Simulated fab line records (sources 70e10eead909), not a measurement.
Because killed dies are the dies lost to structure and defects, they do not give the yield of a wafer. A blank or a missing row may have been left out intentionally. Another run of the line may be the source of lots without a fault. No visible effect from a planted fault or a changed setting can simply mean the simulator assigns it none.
Which tool was responsible? || flow nand-harc || 33 wafers from 11 lots sampled at 5 of the route's 1159 steps

WHAT THE GAUGES READ, wafer by wafer
NHARC_A_CONTACT_INSPECT_10. Usual: 31 for raw-defect-count, sd 15.
{"lot": "L961", "measured": "day 16 23:14", "on": "defect-inspect-02", "raw-defect-count": "27 19 26", "flag": ""}
{"lot": "L965", "measured": "day 17 10:40", "on": "defect-inspect-02", "raw-defect-count": "20 29 22", "flag": ""}
{"lot": "L962", "measured": "day 17 11:55", "on": "defect-inspect-02", "raw-defect-count": "11 19 18", "flag": ""}
{"lot": "L963", "measured": "day 17 16:25", "on": "defect-inspect-01", "raw-defect-count": "29 29 31", "flag": ""}
{"lot": "L966", "measured": "day 18 06:58", "on": "defect-inspect-01", "raw-defect-count": "9 11 10", "flag": ""}
{"lot": "L967", "measured": "day 18 14:58", "on": "defect-inspect-02", "raw-defect-count": "24 15 17", "flag": ""}
{"lot": "L964", "measured": "day 18 15:53", "on": "defect-inspect-01", "raw-defect-count": "35 50 37", "flag": ""}
{"lot": "L968", "measured": "day 19 05:07", "on": "defect-inspect-02", "raw-defect-count": "49 34 46", "flag": ""}
{"lot": "L973", "measured": "day 20 12:46", "on": "defect-inspect-02", "raw-defect-count": "45 43 37", "flag": ""}
{"lot": "L977", "measured": "day 21 08:47", "on": "defect-inspect-01", "raw-defect-count": "14 14 12", "flag": ""}
{"lot": "L979", "measured": "day 21 17:26", "on": "defect-inspect-02", "raw-defect-count": "64 41 67", "flag": ""}

NHARC_END_SORT_01. Usual: killed-at-array 28, standard deviation 11; killed-at-other 0.6, standard deviation 0.85; killed-at-periphery 2.8, standard deviation 2.3; killed-dies 31, standard deviation 11; killed-open 3.1, standard deviation 1.6; killed-short 2.0, standard deviation 1.4.
{"lot": "L973", "measured": "day 22 19:19", "on": "prober-02", "killed-at-array": "31 48 33", "killed-at-other": "0 0 0", "killed-at-periphery": "1 1 2", "killed-dies": "32 49 35", "killed-open": "2 3 2", "killed-short": "2 4 3", "flag": ""}
{"lot": "L977", "measured": "day 24 01:08", "on": "prober-02", "killed-at-array": "12 420 11", "killed-at-other": "0 0 0", "killed-at-periphery": "5 4 6", "killed-dies": "17 424 17", "killed-open": "3 4 7", "killed-short": "2 3 1", "flag": "OFF"}
{"lot": "L979", "measured": "day 24 05:08", "on": "prober-01", "killed-at-array": "438 41 398", "killed-at-other": "0 0 0", "killed-at-periphery": "4 3 4", "killed-dies": "442 44 402", "killed-open": "5 4 3", "killed-short": "1 0 1", "flag": "OFF"}

WHICH TOOL RAN EACH LOT (tool, then ch and the chambers of the sampled wafers, then the start)
{"lot": "L961", "NHARC_A_CONTACT_ETCH_30": "rie-diel-07 ch 0,2, day 17 03:00 or earlier", "NHARC_A_CONTACT_ETCH_110": "rie-diel-07 ch 0,1,2, day 17 03:00", "NHARC_A_BLC_ETCH_16": "rie-diel-11 ch 0,3, day 17 08:52"}
{"lot": "L965", "NHARC_A_CONTACT_ETCH_30": "rie-diel-01 ch 1,2,3, day 17 13:37 or earlier", "NHARC_A_CONTACT_ETCH_110": "rie-diel-07 ch 0,1,2, day 17 13:37", "NHARC_A_BLC_ETCH_16": "rie-diel-09 ch 0,1, day 17 16:36"}
{"lot": "L962", "NHARC_A_CONTACT_ETCH_30": "rie-diel-01 ch 0,1,3, day 17 14:47 or earlier", "NHARC_A_CONTACT_ETCH_110": "rie-diel-07 ch 0,2,3, day 17 14:47", "NHARC_A_BLC_ETCH_16": "rie-diel-09 ch 2,3, day 17 21:28"}
{"lot": "L963", "NHARC_A_CONTACT_ETCH_30": "rie-diel-07 ch 0,1,2, day 17 19:04 or earlier", "NHARC_A_CONTACT_ETCH_110": "rie-diel-07 ch 0,2,3, day 17 19:04", "NHARC_A_BLC_ETCH_16": "rie-diel-11 ch 0,2,3, day 17 22:02"}
{"lot": "L966", "NHARC_A_CONTACT_ETCH_30": "rie-diel-08 ch 0,2,3, day 18 09:43 or earlier", "NHARC_A_CONTACT_ETCH_110": "rie-diel-01 ch 0,1,3, day 18 09:43", "NHARC_A_BLC_ETCH_16": "rie-diel-11 ch 0,1,3, day 18 13:31"}
{"lot": "L967", "NHARC_A_CONTACT_ETCH_30": "rie-diel-07 ch 2,3, day 18 17:50 or earlier", "NHARC_A_CONTACT_ETCH_110": "rie-diel-08 ch 2,3, day 18 17:50", "NHARC_A_BLC_ETCH_16": "rie-diel-09 ch 1,3, day 18 20:47"}
{"lot": "L964", "NHARC_A_CONTACT_ETCH_30": "rie-diel-01 ch 2,3, day 18 19:58 or earlier", "NHARC_A_CONTACT_ETCH_110": "rie-diel-08 ch 1,3, day 18 19:58", "NHARC_A_BLC_ETCH_16": "rie-diel-09 ch 0,2,3, day 18 22:47"}
{"lot": "L968", "NHARC_A_CONTACT_ETCH_30": "rie-diel-07 ch 0,2,3, day 19 07:46 or earlier", "NHARC_A_CONTACT_ETCH_110": "rie-diel-07 ch 1,2, day 19 07:46", "NHARC_A_BLC_ETCH_16": "rie-diel-09 ch 0,2,3, day 19 15:29"}
{"lot": "L973", "NHARC_A_CONTACT_ETCH_30": "rie-diel-07 ch 1,2,3, day 20 15:26 or earlier", "NHARC_A_CONTACT_ETCH_110": "rie-diel-07 ch 1,2,3, day 20 15:26", "NHARC_A_BLC_ETCH_16": "rie-diel-09 ch 1,2,3, day 20 18:44"}
{"lot": "L977", "NHARC_A_CONTACT_ETCH_30": "rie-diel-07 ch 2,3, day 21 11:26 or earlier", "NHARC_A_CONTACT_ETCH_110": "rie-diel-08 ch 0,2,3, day 21 11:26", "NHARC_A_BLC_ETCH_16": "rie-diel-09 ch 0,1, day 21 22:31"}
{"lot": "L979", "NHARC_A_CONTACT_ETCH_30": "rie-diel-07 ch 2,3, day 21 20:20 or earlier", "NHARC_A_CONTACT_ETCH_110": "rie-diel-08 ch 0,2, day 21 20:20", "NHARC_A_BLC_ETCH_16": "rie-diel-09 ch 0,2, day 22 02:10"}
- NHARC_A_CONTACT_ETCH_30: etches the open film in CF4/CHF3, target depth 60.5 nm, time 30.2 s.
- NHARC_A_CONTACT_ETCH_110: etches the open film in CF4/O2, target depth 50 nm, overetch 5 nm, time 27.5 s.
- NHARC_A_BLC_ETCH_16: etches the open film in CF4, target depth 39 nm, time 65 s.

WHAT THE TOOLS THEMSELVES READ (means of the sampled wafers that have a number; where no wafer has one, the mark that the record gives instead)
NHARC_A_CONTACT_ETCH_30. Usual: cf4-flow-sccm is 100.0 sccm with standard deviation 0.31, drypump-motor-current-A is 5.7 A with standard deviation 0.49, oes-product-au is 0.927 a.u. with standard deviation 0.013, rf-vpp-V is 370.9 V with standard deviation 2.4, run-length-s is 51.6 s with standard deviation 0.42, showerhead-plenum-p-Torr is 1.58 Torr with standard deviation 0.068, and throttle-valve-pct is 16.804 % with standard deviation 0.009.
{"lot": "L961", "tool": "rie-diel-07", "cf4-flow-sccm (sccm)": 100.1, "drypump-motor-current-A (A)": 5.6, "oes-product-au (a.u.)": 0.924, "rf-vpp-V (V)": 369.0, "run-length-s (s)": 51.4, "showerhead-plenum-p-Torr (Torr)": 1.51, "throttle-valve-pct (%)": 16.806, "flag": ""}
{"lot": "L965", "tool": "rie-diel-01", "cf4-flow-sccm (sccm)": 99.9, "drypump-motor-current-A (A)": 5.4, "oes-product-au (a.u.)": 0.917, "rf-vpp-V (V)": 371.7, "run-length-s (s)": 51.6, "showerhead-plenum-p-Torr (Torr)": 1.57, "throttle-valve-pct (%)": 16.805, "flag": ""}
{"lot": "L962", "tool": "rie-diel-01", "cf4-flow-sccm (sccm)": 100.0, "drypump-motor-current-A (A)": 5.5, "oes-product-au (a.u.)": 0.922, "rf-vpp-V (V)": 371.4, "run-length-s (s)": 52.0, "showerhead-plenum-p-Torr (Torr)": 1.62, "throttle-valve-pct (%)": 16.804, "flag": ""}
{"lot": "L963", "tool": "rie-diel-07", "cf4-flow-sccm (sccm)": 100.3, "drypump-motor-current-A (A)": 5.5, "oes-product-au (a.u.)": 0.922, "rf-vpp-V (V)": 370.5, "run-length-s (s)": 51.6, "showerhead-plenum-p-Torr (Torr)": 1.56, "throttle-valve-pct (%)": 16.804, "flag": ""}
{"lot": "L966", "tool": "rie-diel-08", "cf4-flow-sccm (sccm)": 100.0, "drypump-motor-current-A (A)": 5.7, "oes-product-au (a.u.)": 0.924, "rf-vpp-V (V)": 372.8, "run-length-s (s)": 51.7, "showerhead-plenum-p-Torr (Torr)": 1.63, "throttle-valve-pct (%)": 16.801, "flag": ""}
{"lot": "L967", "tool": "rie-diel-07", "cf4-flow-sccm (sccm)": 100.0, "drypump-motor-current-A (A)": 5.9, "oes-product-au (a.u.)": 0.933, "rf-vpp-V (V)": 370.3, "run-length-s (s)": 51.4, "showerhead-plenum-p-Torr (Torr)": 1.56, "throttle-valve-pct (%)": 16.800, "flag": ""}
{"lot": "L964", "tool": "rie-diel-01", "cf4-flow-sccm (sccm)": 100.3, "drypump-motor-current-A (A)": 5.4, "oes-product-au (a.u.)": 0.916, "rf-vpp-V (V)": 370.5, "run-length-s (s)": 52.0, "showerhead-plenum-p-Torr (Torr)": 1.57, "throttle-valve-pct (%)": 16.805, "flag": ""}
{"lot": "L968", "tool": "rie-diel-07", "cf4-flow-sccm (sccm)": 100.4, "drypump-motor-current-A (A)": 6.0, "oes-product-au (a.u.)": 0.929, "rf-vpp-V (V)": 369.5, "run-length-s (s)": 52.1, "showerhead-plenum-p-Torr (Torr)": 1.55, "throttle-valve-pct (%)": 16.798, "flag": ""}
{"lot": "L973", "tool": "rie-diel-07", "cf4-flow-sccm (sccm)": 99.5, "drypump-motor-current-A (A)": 5.9, "oes-product-au (a.u.)": 0.925, "rf-vpp-V (V)": 371.3, "run-length-s (s)": 51.5, "showerhead-plenum-p-Torr (Torr)": 1.61, "throttle-valve-pct (%)": 16.802, "flag": ""}
{"lot": "L977", "tool": "rie-diel-07", "cf4-flow-sccm (sccm)": 99.9, "drypump-motor-current-A (A)": 5.9, "oes-product-au (a.u.)": 0.932, "rf-vpp-V (V)": 369.7, "run-length-s (s)": 51.5, "showerhead-plenum-p-Torr (Torr)": 1.56, "throttle-valve-pct (%)": 16.806, "flag": ""}
{"lot": "L979", "tool": "rie-diel-07", "cf4-flow-sccm (sccm)": 99.7, "drypump-motor-current-A (A)": 5.9, "oes-product-au (a.u.)": 0.929, "rf-vpp-V (V)": 369.0, "run-length-s (s)": 51.3, "showerhead-plenum-p-Torr (Torr)": 1.56, "throttle-valve-pct (%)": 16.801, "flag": ""}

NHARC_A_CONTACT_ETCH_110. Usual: cf4-flow-sccm is 79.99 sccm with standard deviation 0.26, drypump-motor-current-A is 5.7 A with standard deviation 0.44, oes-product-au is 1.000 a.u. with standard deviation 0.0098, rf-vpp-V is 198.0 V with standard deviation 1.3, run-length-s is 48.9 s with standard deviation 0.34, showerhead-plenum-p-Torr is 1.34 Torr with standard deviation 0.06, and throttle-valve-pct is 13.399 % with standard deviation 0.0094.
{"lot": "L961", "tool": "rie-diel-07", "cf4-flow-sccm (sccm)": 80.14, "drypump-motor-current-A (A)": 5.5, "oes-product-au (a.u.)": 1.004, "rf-vpp-V (V)": 197.7, "run-length-s (s)": 48.6, "showerhead-plenum-p-Torr (Torr)": 1.32, "throttle-valve-pct (%)": 13.395, "flag": ""}
{"lot": "L965", "tool": "rie-diel-07", "cf4-flow-sccm (sccm)": 80.04, "drypump-motor-current-A (A)": 5.5, "oes-product-au (a.u.)": 0.993, "rf-vpp-V (V)": 197.2, "run-length-s (s)": 48.7, "showerhead-plenum-p-Torr (Torr)": 1.32, "throttle-valve-pct (%)": 13.393, "flag": ""}
{"lot": "L962", "tool": "rie-diel-07", "cf4-flow-sccm (sccm)": 80.09, "drypump-motor-current-A (A)": 6.0, "oes-product-au (a.u.)": 1.003, "rf-vpp-V (V)": 197.3, "run-length-s (s)": 49.0, "showerhead-plenum-p-Torr (Torr)": 1.32, "throttle-valve-pct (%)": 13.406, "flag": ""}
{"lot": "L963", "tool": "rie-diel-07", "cf4-flow-sccm (sccm)": 79.75, "drypump-motor-current-A (A)": 6.0, "oes-product-au (a.u.)": 1.002, "rf-vpp-V (V)": 198.0, "run-length-s (s)": 48.9, "showerhead-plenum-p-Torr (Torr)": 1.32, "throttle-valve-pct (%)": 13.399, "flag": ""}
{"lot": "L966", "tool": "rie-diel-01", "cf4-flow-sccm (sccm)": 79.98, "drypump-motor-current-A (A)": 5.6, "oes-product-au (a.u.)": 0.994, "rf-vpp-V (V)": 198.0, "run-length-s (s)": 49.1, "showerhead-plenum-p-Torr (Torr)": 1.37, "throttle-valve-pct (%)": 13.404, "flag": ""}
{"lot": "L967", "tool": "rie-diel-08", "cf4-flow-sccm (sccm)": 79.82, "drypump-motor-current-A (A)": 5.9, "oes-product-au (a.u.)": 0.992, "rf-vpp-V (V)": 198.9, "run-length-s (s)": 49.1, "showerhead-plenum-p-Torr (Torr)": 1.39, "throttle-valve-pct (%)": 13.391, "flag": ""}
{"lot": "L964", "tool": "rie-diel-08", "cf4-flow-sccm (sccm)": 79.62, "drypump-motor-current-A (A)": 5.7, "oes-product-au (a.u.)": 1.005, "rf-vpp-V (V)": 197.7, "run-length-s (s)": 48.9, "showerhead-plenum-p-Torr (Torr)": 1.34, "throttle-valve-pct (%)": 13.401, "flag": ""}
{"lot": "L968", "tool": "rie-diel-07", "cf4-flow-sccm (sccm)": 80.02, "drypump-motor-current-A (A)": 5.4, "oes-product-au (a.u.)": 0.999, "rf-vpp-V (V)": 198.7, "run-length-s (s)": 48.6, "showerhead-plenum-p-Torr (Torr)": 1.37, "throttle-valve-pct (%)": 13.403, "flag": ""}
{"lot": "L973", "tool": "rie-diel-07", "cf4-flow-sccm (sccm)": 79.83, "drypump-motor-current-A (A)": 5.9, "oes-product-au (a.u.)": 0.998, "rf-vpp-V (V)": 198.0, "run-length-s (s)": 48.8, "showerhead-plenum-p-Torr (Torr)": 1.36, "throttle-valve-pct (%)": 13.404, "flag": ""}
{"lot": "L977", "tool": "rie-diel-08", "cf4-flow-sccm (sccm)": 80.01, "drypump-motor-current-A (A)": 5.7, "oes-product-au (a.u.)": 0.998, "rf-vpp-V (V)": 198.9, "run-length-s (s)": 49.0, "showerhead-plenum-p-Torr (Torr)": 1.38, "throttle-valve-pct (%)": 13.401, "flag": ""}
{"lot": "L979", "tool": "rie-diel-08", "cf4-flow-sccm (sccm)": 80.10, "drypump-motor-current-A (A)": 5.6, "oes-product-au (a.u.)": 0.990, "rf-vpp-V (V)": 198.2, "run-length-s (s)": 48.9, "showerhead-plenum-p-Torr (Torr)": 1.38, "throttle-valve-pct (%)": 13.401, "flag": ""}

NHARC_A_BLC_ETCH_16. Usual: cf4-flow-sccm is 150.0 sccm with standard deviation 0.45, drypump-motor-current-A is 5.59 A with standard deviation 0.23, oes-product-au is 0.999 a.u. with standard deviation 0.0096, rf-vpp-V is 151.0 V with standard deviation 1.3, run-length-s is 86.3 s with standard deviation 0.53, showerhead-plenum-p-Torr is 1.75 Torr with standard deviation 0.077, and throttle-valve-pct is 13.285 % with standard deviation 0.0099.
{"lot": "L961", "tool": "rie-diel-11", "cf4-flow-sccm (sccm)": 150.0, "drypump-motor-current-A (A)": 5.55, "oes-product-au (a.u.)": 1.000, "rf-vpp-V (V)": 148.8, "run-length-s (s)": 86.3, "showerhead-plenum-p-Torr (Torr)": 1.69, "throttle-valve-pct (%)": 13.271, "flag": ""}
{"lot": "L965", "tool": "rie-diel-09", "cf4-flow-sccm (sccm)": 149.9, "drypump-motor-current-A (A)": 5.60, "oes-product-au (a.u.)": 1.002, "rf-vpp-V (V)": 152.2, "run-length-s (s)": 86.8, "showerhead-plenum-p-Torr (Torr)": 1.85, "throttle-valve-pct (%)": 13.297, "flag": ""}
{"lot": "L962", "tool": "rie-diel-09", "cf4-flow-sccm (sccm)": 150.0, "drypump-motor-current-A (A)": 5.63, "oes-product-au (a.u.)": 1.005, "rf-vpp-V (V)": 149.7, "run-length-s (s)": 85.6, "showerhead-plenum-p-Torr (Torr)": 1.68, "throttle-valve-pct (%)": 13.283, "flag": ""}
{"lot": "L963", "tool": "rie-diel-11", "cf4-flow-sccm (sccm)": 149.9, "drypump-motor-current-A (A)": 5.62, "oes-product-au (a.u.)": 0.994, "rf-vpp-V (V)": 150.6, "run-length-s (s)": 86.6, "showerhead-plenum-p-Torr (Torr)": 1.70, "throttle-valve-pct (%)": 13.279, "flag": ""}
{"lot": "L966", "tool": "rie-diel-11", "cf4-flow-sccm (sccm)": 149.9, "drypump-motor-current-A (A)": 5.59, "oes-product-au (a.u.)": 1.002, "rf-vpp-V (V)": 150.2, "run-length-s (s)": 86.9, "showerhead-plenum-p-Torr (Torr)": 1.72, "throttle-valve-pct (%)": 13.292, "flag": ""}
{"lot": "L967", "tool": "rie-diel-09", "cf4-flow-sccm (sccm)": 149.5, "drypump-motor-current-A (A)": 5.65, "oes-product-au (a.u.)": 1.011, "rf-vpp-V (V)": 151.5, "run-length-s (s)": 86.1, "showerhead-plenum-p-Torr (Torr)": 1.82, "throttle-valve-pct (%)": 13.293, "flag": ""}
{"lot": "L964", "tool": "rie-diel-09", "cf4-flow-sccm (sccm)": 150.1, "drypump-motor-current-A (A)": 5.58, "oes-product-au (a.u.)": 1.010, "rf-vpp-V (V)": 150.0, "run-length-s (s)": 86.2, "showerhead-plenum-p-Torr (Torr)": 1.71, "throttle-valve-pct (%)": 13.289, "flag": ""}
{"lot": "L968", "tool": "rie-diel-09", "cf4-flow-sccm (sccm)": 150.0, "drypump-motor-current-A (A)": 5.57, "oes-product-au (a.u.)": 1.008, "rf-vpp-V (V)": 150.8, "run-length-s (s)": 86.0, "showerhead-plenum-p-Torr (Torr)": 1.71, "throttle-valve-pct (%)": 13.289, "flag": ""}
{"lot": "L973", "tool": "rie-diel-09", "cf4-flow-sccm (sccm)": 150.2, "drypump-motor-current-A (A)": 5.68, "oes-product-au (a.u.)": 0.992, "rf-vpp-V (V)": 150.9, "run-length-s (s)": 86.3, "showerhead-plenum-p-Torr (Torr)": 1.74, "throttle-valve-pct (%)": 13.285, "flag": ""}
{"lot": "L977", "tool": "rie-diel-09", "cf4-flow-sccm (sccm)": 150.4, "drypump-motor-current-A (A)": 5.61, "oes-product-au (a.u.)": 1.003, "rf-vpp-V (V)": 153.0, "run-length-s (s)": 80.3, "showerhead-plenum-p-Torr (Torr)": 1.85, "throttle-valve-pct (%)": 13.282, "flag": "OFF"}
{"lot": "L979", "tool": "rie-diel-09", "cf4-flow-sccm (sccm)": 150.1, "drypump-motor-current-A (A)": 5.50, "oes-product-au (a.u.)": 0.990, "rf-vpp-V (V)": 151.1, "run-length-s (s)": 74.0, "showerhead-plenum-p-Torr (Torr)": 1.75, "throttle-valve-pct (%)": 13.281, "flag": "OFF"}

THE ANSWER, worked out from the rows above alone
Rule: a lot counts as off when the mean over its wafers that have a number is more than 3 standard deviations away from the usual mean. Also off: a lot with no number at a reading for which 4 or more lots have one. Where the step has rows for the other lots, those lots are counted as sound. The gauges are gone through in route order, then the tools' own readings, and for those a lot's mean is taken as printed above. At the first step where some lot is off, the reading lying furthest off is the one used; lots without a number count as furthest.
Off, at NHARC_END_SORT_01 on killed-dies: L977, L979. Neither off nor sound, because the step has no rows for them: L961, L965, L962, L963, L966, L967, L964, L968.
If a tool, at a process step before that reading, ran all the lots that are off and no sound lot after the first of them, it fits. Not tried: the gauges at NHARC_END_SORT_01; whatever is off there is also off at NHARC_A_BLC_ETCH_16, on other tools, and gauge error can't account for it. NHARC_A_CONTACT_ETCH_30 gives no start for some lots, so the hours and the order of its lots are those of NHARC_A_CONTACT_ETCH_110. Can't be told from this: 3 tools fit, rie-diel-07 at NHARC_A_CONTACT_ETCH_30, rie-diel-08 at NHARC_A_CONTACT_ETCH_110, rie-diel-09 at NHARC_A_BLC_ETCH_16.

WHAT THE SIMULATOR HAD INSERTED
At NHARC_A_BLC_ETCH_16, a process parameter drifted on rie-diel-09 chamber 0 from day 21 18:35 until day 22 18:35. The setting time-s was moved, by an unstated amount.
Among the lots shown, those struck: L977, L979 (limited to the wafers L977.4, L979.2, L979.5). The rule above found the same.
